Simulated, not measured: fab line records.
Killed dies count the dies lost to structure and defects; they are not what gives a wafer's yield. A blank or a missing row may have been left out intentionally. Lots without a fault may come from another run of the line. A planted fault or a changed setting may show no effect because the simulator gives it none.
Which tool did it? ; flow n5-finfet ; 10 lots with 30 wafers sampled at 3 steps, on a route of 1938 steps

WHAT THE GAUGES SHOWED, per wafer
N5_BEOL_M12_INSPECT_30: inspects for defects (macro).
lot;measured;on;raw-defect-count
L362;day 10 11:57;defect-inspect-01;2 3 0
L367;day 11 21:01;defect-inspect-02;1 8 1
L369;day 12 15:32;defect-inspect-01;3 5 0
L373;day 13 17:38;defect-inspect-01;>300 >300 >300
L376;day 13 23:17;defect-inspect-01;2 3 6
L375;day 13 23:29;defect-inspect-01;>300 >300 >300
L377;day 14 10:25;defect-inspect-01;1 2 1
L378;day 15 02:45;defect-inspect-01;1 0 3
L383;day 16 07:44;defect-inspect-02;3 1 0
L385;day 17 03:04;defect-inspect-02;1 1 0

TOOL THAT RAN EACH LOT (tool first, then ch and the chambers of the sampled wafers, then the start)
lot;N5_BEOL_M11_CMP_52;N5_BEOL_M12_ETCH_59
L362;cmp-03 ch 1,3, day 10 09:59;rie-diel-06 ch 0,1,3, day 10 10:59
L367;cmp-03 ch 0,2,3, day 11 18:55;rie-diel-03 ch 0,1,3, day 11 20:05
L369;cmp-04 ch 0,2,3, day 12 13:44;rie-diel-01 ch 2,3, day 12 14:43
L373;cmp-04 ch 1,2, day 13 15:45;rie-diel-03 ch 1,2,3, day 13 16:47
L376;cmp-01 ch 0,1,3, day 13 21:14;rie-diel-06 ch 0,2, day 13 22:19
L375;cmp-03 ch 1,2,3, day 13 21:16;rie-diel-03 ch 0,1,2, day 13 22:29
L377;cmp-03 ch 0,1,2, day 14 08:13;rie-diel-01 ch 1,2,3, day 14 09:34
L378;cmp-04 ch 1,2,3, day 15 00:38;rie-diel-06 ch 1,3, day 15 01:47
L383;cmp-01 ch 0,2,3, day 16 05:10;rie-diel-06 ch 0,1,2, day 16 06:46
L385;cmp-04 ch 0,2,3, day 17 00:57;rie-diel-03 ch 1,2,3, day 17 02:07
- N5_BEOL_M11_CMP_52: polishes, stops on SiCOH lowk, t overpolish 7 s, target thk 140 nm.
- N5_BEOL_M12_ETCH_59: etches BARC in N2/H2, target depth 89 nm, overetch 26.7 nm, time 67.9 s.

THE ANSWER, worked out from the rows above alone
Rule: usual is defined by the lots themselves. The widest of any qualifying gaps counts: lots, ordered by their means at a reading, are off when they make up no more than a third of the lots, leave a main group of 4 or more, and stand apart from it by 3 or more times the standard deviation of that group's means. Not used: any main group whose means are identical at the precision the tables above print for the reading. Also off: a lot with no number at a reading for which 4 or more lots have one. Any other lot the step has rows for is counted as sound.
Off: L373, L375, at N5_BEOL_M12_INSPECT_30 (raw-defect-count). Without a number there: L373, L375. Mean 2.0 and standard deviation 1 in the main group.
If a tool, at a process step before that reading, ran all the lots that are off and no sound lot after the first of them, it fits. Gauges at N5_BEOL_M12_INSPECT_30: tried the same way as those tools. No candidate that was tried fits.

WHAT THE SIMULATOR PUT IN
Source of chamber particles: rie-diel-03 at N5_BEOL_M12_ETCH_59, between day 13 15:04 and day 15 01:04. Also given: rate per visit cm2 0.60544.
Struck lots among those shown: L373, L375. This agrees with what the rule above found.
